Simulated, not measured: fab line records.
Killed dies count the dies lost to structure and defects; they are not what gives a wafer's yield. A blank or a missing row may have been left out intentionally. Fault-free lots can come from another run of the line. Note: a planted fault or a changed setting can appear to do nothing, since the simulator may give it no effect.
Which tool did it? | flow nand-harc | 36 wafers from 12 lots sampled at 5 of the route's 1302 steps

== WHAT THE GAUGES SHOWED, per wafer ==
NHARC_END_SORT_01. Usual: killed-at-array 58, standard deviation 20; killed-at-other 0.9, standard deviation 1.4; killed-at-periphery 4, standard deviation 3.1; killed-dies 63, standard deviation 20; killed-open 3.3, standard deviation 1.8; killed-short 2.4, standard deviation 1.5.
lot  | measured     | on        | killed-at-array | killed-at-other | killed-at-periphery | killed-dies | killed-open | killed-short | flag
L627 | day 29 16:34 | prober-01 | 65 182 188      | 0 0 1           | 4 4 11              | 69 186 200  | 7 1 2       | 3 2 4        | OFF

== WHAT TOOL EACH LOT RAN ON (gives the tool, then ch and the chambers of the sampled wafers, and finally the start) ==
lot  | NHARC_A_CONTACT_DEP_85          | NHARC_THIN_TSV_DESCUM_14           | NHARC_THIN_TSV_ETCHBACK_48         | NHARC_THIN_TSV_PVD_19
L616 | pecvd-04 ch 0,1,2, day 23 05:32 | rie-diel-11 ch 0,1,2, day 25 02:30 | rie-diel-02 ch 1,2,3, day 25 04:37 | pvd-sputter-03, no start
L618 | pecvd-04 ch 1,2, day 23 11:29   | rie-diel-07 ch 0,1,2, day 25 12:29 | rie-diel-11 ch 0,1,2, day 25 14:37 | pvd-sputter-03, no start
L621 | pecvd-04 ch 0,1, day 23 22:02   | rie-diel-07 ch 0,2,3, day 26 00:34 | rie-diel-02 ch 0,1,2, day 26 02:38 | pvd-sputter-03, no start
L620 | pecvd-04 ch 0,1,2, day 24 01:16 | rie-diel-02 ch 1,2,3, day 25 23:13 | rie-diel-02 ch 0,1,2, day 26 01:18 | pvd-sputter-03, no start
L623 | pecvd-03 ch 1,2, day 25 08:55   | rie-diel-02 ch 1,2,3, day 26 19:43 | rie-diel-11 ch 1,2, day 26 21:46   | pvd-sputter-03, no start
L626 | pecvd-04 ch 0,1, day 26 23:02   | rie-diel-02 ch 1,3, day 28 10:42   | rie-diel-02 ch 0,3, day 28 13:02   | pvd-sputter-01, no start
L627 | pecvd-04 ch 0,1, day 27 06:56   | rie-diel-11 ch 0,2,3, day 29 00:09 | rie-diel-07 ch 0,1,3, day 29 02:17 | pvd-sputter-02, day 29 16:34 or earlier
L632 | pecvd-03 ch 0,2, day 29 04:41   | rie-diel-02 ch 0,1,3, day 30 19:29 | rie-diel-02 ch 1,3, day 30 21:43   | pvd-sputter-01, no start
L634 | pecvd-03 ch 0,1,2, day 30 13:47 | rie-diel-02 ch 0,1,2, day 32 02:44 | rie-diel-11 ch 2,3, day 32 04:55   | pvd-sputter-02, no start
L639 | pecvd-04 ch 0,1,2, day 32 02:08 | rie-diel-07 ch 0,1, day 33 13:30   | rie-diel-11 ch 1,2,3, day 33 15:37 | pvd-sputter-02, no start
L637 | pecvd-02 ch 1,2, day 32 03:55   | rie-diel-02 ch 2,3, day 33 14:47   | rie-diel-02 ch 0,3, day 33 16:59   | pvd-sputter-03, no start
L636 | pecvd-04 ch 1,2, day 32 06:50   | rie-diel-07 ch 0,1,2, day 33 18:05 | rie-diel-07 ch 0,1,2, day 33 20:29 | pvd-sputter-02, no start
- NHARC_A_CONTACT_DEP_85: deposits SiON, target thk 60 nm.
- NHARC_THIN_TSV_DESCUM_14: chemistry O2, time 3 s.
- NHARC_THIN_TSV_ETCHBACK_48: etches the open film in C4F8/Ar, target depth 1028.5 nm, time 405.17 s.
- NHARC_THIN_TSV_PVD_19: deposits TaN, target thk 20 nm.

== WHAT THE TOOLS THEMSELVES READ (means of the sampled wafers that have a number; where no wafer has one, the mark that the record gives instead) ==
NHARC_A_CONTACT_DEP_85. Usual: heater-power-w 725 W, standard deviation 77; rf-fwd-power-W 348.3 W, standard deviation 1.
lot  | tool     | heater-power-w (W) | rf-fwd-power-W (W) | flag
L616 | pecvd-04 | 677                | 348.8              |
L618 | pecvd-04 | 715                | 347.9              |
L621 | pecvd-04 | 620                | 347.5              |
L620 | pecvd-04 | 710                | 348.7              |
L623 | pecvd-03 | 810                | 348.6              |
L626 | pecvd-04 | 604                | 348.1              |
L627 | pecvd-04 | 648                | 348.1              |
L632 | pecvd-03 | 707                | 346.1              |
L634 | pecvd-03 | 776                | 348.3              |
L639 | pecvd-04 | 675                | 348.3              |
L637 | pecvd-02 | 772                | 348.2              |
L636 | pecvd-04 | 699                | 347.7              |

NHARC_THIN_TSV_DESCUM_14. Usual: drypump-motor-current-A 5.8 A, standard deviation 0.44; oes-product-au 0.995 a.u., standard deviation 0.0088; rf-vpp-V 57.7 V, standard deviation 0.95; showerhead-plenum-p-Torr 1.88 Torr, standard deviation 0.057; throttle-valve-pct 11.309 %, standard deviation 0.0096.
lot  | tool        | drypump-motor-current-A (A) | oes-product-au (a.u.) | rf-vpp-V (V) | showerhead-plenum-p-Torr (Torr) | throttle-valve-pct (%) | flag
L616 | rie-diel-11 | 6.0                         | 1.005                 | 58.1         | 1.87                            | 11.315                 |
L618 | rie-diel-07 | 5.9                         | 0.999                 | 58.4         | 1.90                            | 11.304                 |
L621 | rie-diel-07 | 5.5                         | 1.002                 | 57.6         | 1.89                            | 11.307                 |
L620 | rie-diel-02 | 5.8                         | 0.991                 | 58.7         | 1.87                            | 11.320                 |
L623 | rie-diel-02 | 5.8                         | 0.998                 | 58.0         | 1.87                            | 11.306                 |
L626 | rie-diel-02 | 5.5                         | 0.995                 | 58.1         | 1.91                            | 11.312                 |
L627 | rie-diel-11 | 5.8                         | 0.993                 | 57.5         | 1.89                            | 11.313                 |
L632 | rie-diel-02 | 5.6                         | 0.977                 | 57.3         | 1.88                            | 11.313                 |
L634 | rie-diel-02 | 5.6                         | 0.986                 | 57.9         | 1.89                            | 11.310                 |
L639 | rie-diel-07 | 6.2                         | 1.000                 | 57.5         | 1.88                            | 11.308                 |
L637 | rie-diel-02 | 6.1                         | 0.999                 | 56.8         | 1.83                            | 11.312                 |
L636 | rie-diel-07 | 5.9                         | 1.001                 | 58.2         | 1.89                            | 11.306                 |

NHARC_THIN_TSV_ETCHBACK_48. Usual: oes-product-au 0.95 a.u., standard deviation 0.032; rf-fwd-power-W 598.5 W, standard deviation 2; rf-vpp-V 545.5 V, standard deviation 2.3.
lot  | tool        | oes-product-au (a.u.) | rf-fwd-power-W (W) | rf-vpp-V (V) | flag
L616 | rie-diel-02 | 1.00                  | 597.9              | 545.1        |
L618 | rie-diel-11 | 0.98                  | 597.9              | 545.3        |
L621 | rie-diel-02 | 1.00                  | 599.8              | 545.7        |
L620 | rie-diel-02 | 0.96                  | 597.6              | 545.9        |
L623 | rie-diel-11 | 1.00                  | 598.9              | 542.7        |
L626 | rie-diel-02 | 0.92                  | 600.3              | 543.8        |
L627 | rie-diel-07 | 1.00                  | 597.4              | 545.4        |
L632 | rie-diel-02 | 0.93                  | 598.9              | 546.3        |
L634 | rie-diel-11 | 0.93                  | 598.4              | 542.6        |
L639 | rie-diel-11 | 0.92                  | 597.7              | 543.1        |
L637 | rie-diel-02 | 0.92                  | 597.9              | 545.7        |
L636 | rie-diel-07 | 0.92                  | 598.3              | 546.5        |

NHARC_THIN_TSV_PVD_19. Usual: throttle-valve-pct at 29.9 %, with a standard deviation of 1.
lot  | tool           | throttle-valve-pct (%) | flag
L616 | pvd-sputter-03 | 30.4                   |
L618 | pvd-sputter-03 | 29.8                   |
L621 | pvd-sputter-03 | 29.3                   |
L620 | pvd-sputter-03 | 29.5                   |
L623 | pvd-sputter-03 | 30.2                   |
L626 | pvd-sputter-01 | 29.9                   |
L627 | pvd-sputter-02 | 30.4                   |
L632 | pvd-sputter-01 | 29.6                   |
L634 | pvd-sputter-02 | 30.3                   |
L639 | pvd-sputter-02 | 30.0                   |
L637 | pvd-sputter-03 | 28.6                   |
L636 | pvd-sputter-02 | 30.1                   |

== THE ANSWER, worked out from the rows above alone ==
Rule: take the mean of a lot's wafers that have a number; if it is more than 3 standard deviations from the usual mean, the lot is off. A lot without any number at a reading at which 4 lots or more have one is off too. Where the step has rows for the other lots, those lots are counted as sound. Order of review: gauges by route order, followed by the tools' own readings, for which a lot's mean as printed above is used. The first step at which some lot is off is used, and at that step the reading that is off furthest; a lot without a number counts as furthest.
Off: L627 (NHARC_END_SORT_01, killed-dies). Neither off nor sound, because the step has no rows for them: L616, L618, L621, L620, L623, L626, L632, L634, L639, L637, L636.
If a tool, at a process step before that reading, ran all the lots that are off and no sound lot after the first of them, it fits. Those tools and the gauges at NHARC_END_SORT_01 are tried in the same way. NHARC_THIN_TSV_PVD_19 gives no start for some lots, so the hours and the order of its lots are those of NHARC_END_SORT_01. Can't be told from this: 5 tools fit, pecvd-04 at NHARC_A_CONTACT_DEP_85, rie-diel-11 at NHARC_THIN_TSV_DESCUM_14, rie-diel-07 at NHARC_THIN_TSV_ETCHBACK_48, pvd-sputter-02 at NHARC_THIN_TSV_PVD_19, prober-01 at NHARC_END_SORT_01.

== WHAT WAS PUT IN BY THE SIMULATOR ==
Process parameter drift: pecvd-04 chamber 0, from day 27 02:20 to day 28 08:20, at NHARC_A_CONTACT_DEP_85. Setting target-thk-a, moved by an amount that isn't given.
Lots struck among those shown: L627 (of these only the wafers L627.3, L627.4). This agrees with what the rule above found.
